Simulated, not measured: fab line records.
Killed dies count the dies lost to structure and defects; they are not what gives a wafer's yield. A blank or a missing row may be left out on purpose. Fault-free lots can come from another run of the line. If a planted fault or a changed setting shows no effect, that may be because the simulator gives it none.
Matching of chambers	flow n5Finfet	4 sister chambers for N5_BEOL_M4_STRIP_66 on rieDiel-06
The step strips in CF4. 8 wafers are shown with their chamber, then 9 later ones without.

WAFERS WITH THEIR CHAMBER
wafer	chamber	drypumpMotorCurrentA (A)	throttleValvePct (%)
L074.3	2	5.15	13.69
L081.4	1	5.18	13.33
L085.2	3	5.88	13.79
L085.5	0	5.20	14.04
L085.6	1	5.18	13.33
L088.2	0	5.22	14.06
L088.3	2	5.12	13.76
L088.4	3	5.88	13.79

WAFERS WITHOUT THEIR CHAMBER
wafer	drypumpMotorCurrentA (A)	throttleValvePct (%)
L091.2	5.24	14.07
L091.5	5.17	13.78
L091.6	5.92	13.83
L092.3	5.11	13.76
L092.5	5.17	13.38
L092.6	5.11	13.80
L095.2	5.19	14.11
L095.5	5.16	13.38
L095.6	5.10	13.80

CHAMBER TAKEN BY EACH
wafer	from the rows above	in truth
L091.2	0	0
L091.5	2	2
L091.6	3	3
L092.3	2	2
L092.5	1	1
L092.6	2	2
L095.2	0	0
L095.5	1	1
L095.6	2	2
9 of 9 placed correctly. Number that these rows cannot place: 0. Number placed wrongly: 0.
How it was worked out, from the rows above alone: a wafer's distance from a chamber is the root of the sum, over the readings, of the square of ((its reading less the chamber's mean) divided by the reading's scatter). The wafer belongs to the nearest chamber; if the next one is less than 2 further off, it can't be placed. For every chamber, the mean is computed from those of its wafers that are shown. The scatter: the root of (the sum of the squares of (reading less its chamber's mean) over the shown wafers, divided by (wafers less chambers)).
